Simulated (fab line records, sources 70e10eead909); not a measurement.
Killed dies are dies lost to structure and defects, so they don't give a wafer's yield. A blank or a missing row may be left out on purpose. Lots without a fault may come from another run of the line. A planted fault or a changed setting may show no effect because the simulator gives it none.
A struck lot beside a sound one | flow nand_harc | 14 steps out of a route of 1159
Sound: wafers L997.3, L997.4, L997.5. Struck: wafer L105.2. (L105.3 of the same lot was not struck and is left out.) The cause comes at the end.
At each step with rows: each side's tool, then ch and its chambers, then its first start. Under that, the readings that differ: sound wafers | struck wafers | difference of the means | sigmas: that difference in standard deviations of wafers without a fault.
alike: readings whose means differ by less than 2 such deviations, and words and numbers that are the same on both sides. not compared: withheld readings, readings that some wafer has no value for, bounds like >300 that may hide the same value, and numbers for which the record gives no deviation and whose values overlap.
The two part at a step that has a row with sigmas, a row that says differs or no value, or rows on one side only. Numbers that don't overlap but have no deviation are shown without sigmas and don't part them. A reading that every wafer of one side lacks parts them only if that side has two wafers or more.

first, 4 steps without rows for these wafers: NHARC_P_CONTACT_EBR_08; NHARC_P_CONTACT_EXPOSE_09 (exposes mask P CA, target cd 90 nm); NHARC_P_CONTACT_PEB_10 (peb time 65 s); NHARC_P_CONTACT_DEVELOP_11 (develop time 35 s).
NHARC_P_CONTACT_CD_MEAS_12: target cd 90 nm.
  sound on cd_sem-02 ch 0, day 6 18:22; struck on cd_sem-02 ch 0, day 8 23:34
  alike: cd_nm
NHARC_P_CONTACT_OVL_MEAS_13:
  sound on overlay-01, day 6 18:27; struck on overlay-01, day 8 23:39
  reading           | sound        | struck | difference | sigmas
  overlay_x_nm (nm) | -0.1 0.5 0.2 | 1.8    | +1.6       | +2
  alike: overlay_y_nm
NHARC_P_CONTACT_INSPECT_14:
  sound on defect_inspect-01, day 6 18:29; struck on defect_inspect-01, day 8 23:41
  alike: raw_defect_count
NHARC_P_CONTACT_DESCUM_17: chemistry O2, time 3 s.
  sound on rie_diel-11 ch 1,3, day 6 18:33; struck on rie_diel-01 ch 1, day 8 23:46
  reading                | sound                | struck | difference | sigmas
  throttle_valve_pct (%) | 11.316 11.314 11.310 | 11.293 | -0.020     | -2
  alike: drypump_motor_current_A, oes_product_au, rf_vpp_V, showerhead_plenum_p_Torr
  not compared: rf_hours_counter_h
NHARC_P_CONTACT_ETCH_35: etches the open film in CF4, target depth 39 nm, time 65 s.
  sound on rie_diel-11 ch 1,2,3, day 6 18:40; struck on rie_diel-01 ch 3, day 8 23:50
  reading                     | sound                | struck | difference | sigmas
  drypump_motor_current_A (A) | 5.8 4.9 5.3          | 6.7    | +1.4       | +2
  throttle_valve_pct (%)      | 13.279 13.281 13.296 | 13.313 | +0.028     | +3
  alike: oes_product_au, rf_vpp_V, showerhead_plenum_p_Torr
  not compared: rf_hours_counter_h
NHARC_P_CONTACT_ETCH_36: etches the open film in N2/H2, target depth 260 nm, time 406.25 s.
  sound on rie_diel-11 ch 1,3; struck on rie_diel-01 ch 0
  alike: drypump_motor_current_A, oes_product_au, rf_vpp_V, showerhead_plenum_p_Torr, throttle_valve_pct
  not compared: rf_hours_counter_h
NHARC_P_CONTACT_ETCH_18: etches the open film in C4F8/O2/Ar, target depth 481 nm, time 240.5 s.
  sound on rie_diel-11 ch 1,2,3; struck on rie_diel-01 ch 0
  reading      | sound       | struck | difference | sigmas
  rf_vpp_V (V) | 984 983 976 | 969    | -12        | -2
  alike: oes_product_au
  not compared: rf_hours_counter_h
then, 1 step without rows for these wafers: NHARC_P_CONTACT_STRIP_37 (strips in C4F8/O2/Ar).
NHARC_P_CONTACT_ETCH_31: etches the open film in CH3F/O2, target depth 30 nm, time 85.7 s.
  sound on rie_diel-11 ch 1,3, day 6 19:26; struck on rie_diel-01 ch 2, day 9 00:29
  reading               | sound             | struck | difference | sigmas
  oes_product_au (a.u.) | 0.975 0.992 0.984 | 0.715  | -0.269     | -17
  alike: drypump_motor_current_A, rf_vpp_V, showerhead_plenum_p_Torr, throttle_valve_pct
  not compared: rf_hours_counter_h
NHARC_P_CONTACT_CD_MEAS_19:
  sound on cd_sem-03, day 6 19:34; struck on cd_sem-02, day 9 00:37
  alike: cd_nm

WHERE THEY PART
First at NHARC_P_CONTACT_OVL_MEAS_13; last, within this record, at NHARC_P_CONTACT_ETCH_31. Later steps at which nothing parts them and some readings are alike: NHARC_P_CONTACT_CD_MEAS_19.

WHY: what the simulator had put in
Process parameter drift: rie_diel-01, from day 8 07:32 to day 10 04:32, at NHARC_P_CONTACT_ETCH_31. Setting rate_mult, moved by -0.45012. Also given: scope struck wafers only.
